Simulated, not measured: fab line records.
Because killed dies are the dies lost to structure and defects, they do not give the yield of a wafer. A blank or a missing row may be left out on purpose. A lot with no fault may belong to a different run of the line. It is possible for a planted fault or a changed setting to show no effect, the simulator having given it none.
Chamber matching | flow nand-harc | NHARC_P_GATE_ALD_36 on ald-sin-01: 4 sister chambers
The step deposits SiNx, target thk 20 nm, pulse time 60 s, ald cycles 223. 8 wafers are shown with their chamber, then 9 later ones without.

== WAFERS PAIRED WITH THEIR CHAMBERS ==
wafer  | chamber | heater-power-w (W) | precursor-pulse-height-rel
L078.5 | 3       | 834                | 0.980
L083.2 | 2       | 819                | 1.006
L086.3 | 3       | 808                | 0.984
L086.5 | 1       | 941                | 0.986
L086.4 | 0       | 808                | 0.994
L090.3 | 1       | 947                | 0.975
L090.1 | 2       | 792                | 0.991
L090.5 | 0       | 781                | 1.004

== WAFERS WHOSE CHAMBER IS MISSING ==
wafer  | heater-power-w (W) | precursor-pulse-height-rel
L091.4 | 800                | 0.966
L091.2 | 757                | 0.996
L091.3 | 948                | 1.015
L094.1 | 783                | 0.967
L094.4 | 810                | 1.022
L094.6 | 783                | 1.023
L097.3 | 808                | 0.968
L097.2 | 781                | 0.992
L097.5 | 968                | 1.015

== WHICH CHAMBER EACH WENT THROUGH ==
wafer  | from the rows above          | in truth
L091.4 | can't be placed: 3 or 2 or 0 | 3
L091.2 | can't be placed: 0 or 2 or 3 | 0
L091.3 | 1                            | 1
L094.1 | can't be placed: 3 or 0 or 2 | 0
L094.4 | can't be placed: 2 or 0      | 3
L094.6 | can't be placed: 0 or 2      | 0
L097.3 | 3                            | 3
L097.2 | can't be placed: 0 or 2 or 3 | 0
L097.5 | 1                            | 1
Correctly placed: 3 of 9. These rows do not allow placing 6 (true chamber among the candidates in 5). Number placed wrongly: 0.
How it was worked out, from the rows above alone: a wafer's distance from a chamber is the root of the sum, over the readings, of the square of ((its reading less the chamber's mean) divided by the reading's scatter). The wafer belongs to the nearest chamber; if the next one is less than 2 further off, it can't be placed. For every chamber, the mean is computed from those of its wafers that are shown. How the scatter is found: for the shown wafers, subtract from each reading the mean of its chamber, square and add these, divide the total by (wafers less chambers), then take the root.
